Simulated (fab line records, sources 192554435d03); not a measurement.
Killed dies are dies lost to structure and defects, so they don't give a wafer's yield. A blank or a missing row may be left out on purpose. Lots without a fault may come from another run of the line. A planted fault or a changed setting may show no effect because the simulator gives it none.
A struck lot beside a sound one | flow n5_finfet | 37 steps out of a route of 1938
Sound: wafers L607.4, L607.5, L607.6. Struck: wafer L596.5. (L596.2, L596.3 of the same lot were not struck and are left out.) The cause comes at the end.
At each step with rows: each side's tool, then ch and its chambers, then its first start. Under that, the readings that differ: sound wafers | struck wafers | difference of the means | sigmas: that difference in standard deviations of wafers without a fault.
alike: readings whose means differ by less than 2 such deviations, and words and numbers that are the same on both sides. not compared: withheld readings, readings that some wafer has no value for, bounds like >300 that may hide the same value, and numbers for which the record gives no deviation and whose values overlap.
The two part at a step that has a row with sigmas, a row that says differs or no value, or rows on one side only. Numbers that don't overlap but have no deviation are shown without sigmas and don't part them. A reading that every wafer of one side lacks parts them only if that side has two wafers or more.

first, 10 steps without rows for these wafers: N5_SDB_DESCUM_16 (chemistry O2, time 7.9 s); N5_SDB_ETCH_17 (etches SiARC in CF4, target depth 23.4 nm, time 39 s); N5_SDB_ETCH_18 (etches SOC in N2/H2, target depth 100 nm, overetch 20 nm, time 150 s); N5_SDB_STRIP_19 (strips in N2/H2); N5_SDB_STRIP_21 (strips in CF4); N5_SDB_HM_OPEN_20 (chemistry CH3F/O2, target SiNx, stops on poly-Si, target depth 24 nm); N5_SDB_STRIP_22 (strips in N2/H2); N5_SDB_PRECLEAN_23 (cleans in dHF, time 30 s); N5_SDB_DUMMY_REMOVE_24 (chemistry TMAH, target poly-Si, stops on SiO2, target depth 142 nm, time 57 s, rinse time 30 s); N5_SDB_ETCH_25 (etches SiO2 in C4F6/O2, target depth 10 nm, time 3.3 s).
N5_SDB_CUT_ETCH_26: etches Si in HBr/Cl2/O2, target depth 129.6 nm, bt time 20 s, time 51.8 s.
  sound on rie_si-03 ch 0,1,2, day 8 05:56; struck on rie_si-06 ch 1, day 5 13:22
  alike: HBr_flow_sccm, drypump_motor_current_A, oes_product_au, throttle_valve_pct
  not compared: rf_hours_counter_h
then, 25 steps without rows for these wafers: N5_SDB_PRECLEAN_38 (cleans in dHF, time 10 s); N5_SDB_PRECLEAN_39 (cleans in O3/DIW, time 45 s); N5_SDB_SRD_28 (time 30 s); N5_SDB_ALD_29 (deposits SiNx, target thk 30 nm, pulse time 1 s, ald cycles 600); N5_SDB_CMP_30 (polishes, stops on poly-Si, t overpolish 1.54 s, target thk 30 nm); N5_DUMMY_REMOVAL_HM_STRIP_01 (strips SiNx in CH3F/O2, stops on poly-Si, target depth 4 nm, time 6.8 s); N5_DUMMY_REMOVAL_STRIP_10 (strips in N2/H2, time 40 s); N5_DUMMY_REMOVAL_PRECLEAN_07 (cleans in dHF, time 30 s); N5_DUMMY_REMOVAL_DUMMY_REMOVE_02 (chemistry TMAH, target poly-Si, stops on SiO2, target depth 142 nm, time 57 s, rinse time 30 s); N5_DUMMY_REMOVAL_PRECLEAN_08 (cleans in NF3:NH3, afs cycles 2, time 20 s, sublimation time 60 s); N5_DUMMY_REMOVAL_PRECLEAN_04 (cleans in DHF, time 37 s); N5_DUMMY_REMOVAL_SRD_05 (time 30 s); N5_HKMG_FIN_IL_REGROW_00 (material SiO2, chemistry O3, target thk 0.75 nm, time 30 s); N5_HKMG_FIN_HK_ALD_01 (deposits HfO2, target thk 1.6 nm, pulse time 3 s, purge time 3 s); N5_HKMG_FIN_HK_ANNEAL_02 (time 30 s); N5_HKMG_FIN_ALD_74 (deposits La2O3, target thk 0.5 nm, pulse time 6 s, co reactant pulse time 1 s); N5_HKMG_FIN_ALD_75 (deposits Al2O3, target thk 1 nm, co reactant pulse time 1 s); N5_HKMG_FIN_COAT_41 (time 60 s, resist thk 300 nm); N5_HKMG_FIN_COAT_42 (time 60 s, resist thk 35 nm); N5_HKMG_FIN_COAT_43 (resist thk 90 nm); N5_HKMG_FIN_EBR_45; N5_HKMG_FIN_SOFTBAKE_44 (time 60 s); N5_HKMG_FIN_EXPOSE_46 (exposes mask NDIPOLE); N5_HKMG_FIN_PEB_47 (peb time 60 s); N5_HKMG_FIN_DEVELOP_48 (develop time 30 s).
-- the record jumps here: 9 days lie between the struck wafers' starts before and after (it left off in module HKMG_FIN and takes up again in module PASSIVATION, whose first step shown is number 1936 of the route) --
N5_PASSIVATION_PROBE_49:
  the record has rows for the struck wafers here (prober-02, day 14 16:32) and none for the sound ones

WHERE THEY PART
Only at N5_PASSIVATION_PROBE_49, within this record.

WHY: what the simulator had put in
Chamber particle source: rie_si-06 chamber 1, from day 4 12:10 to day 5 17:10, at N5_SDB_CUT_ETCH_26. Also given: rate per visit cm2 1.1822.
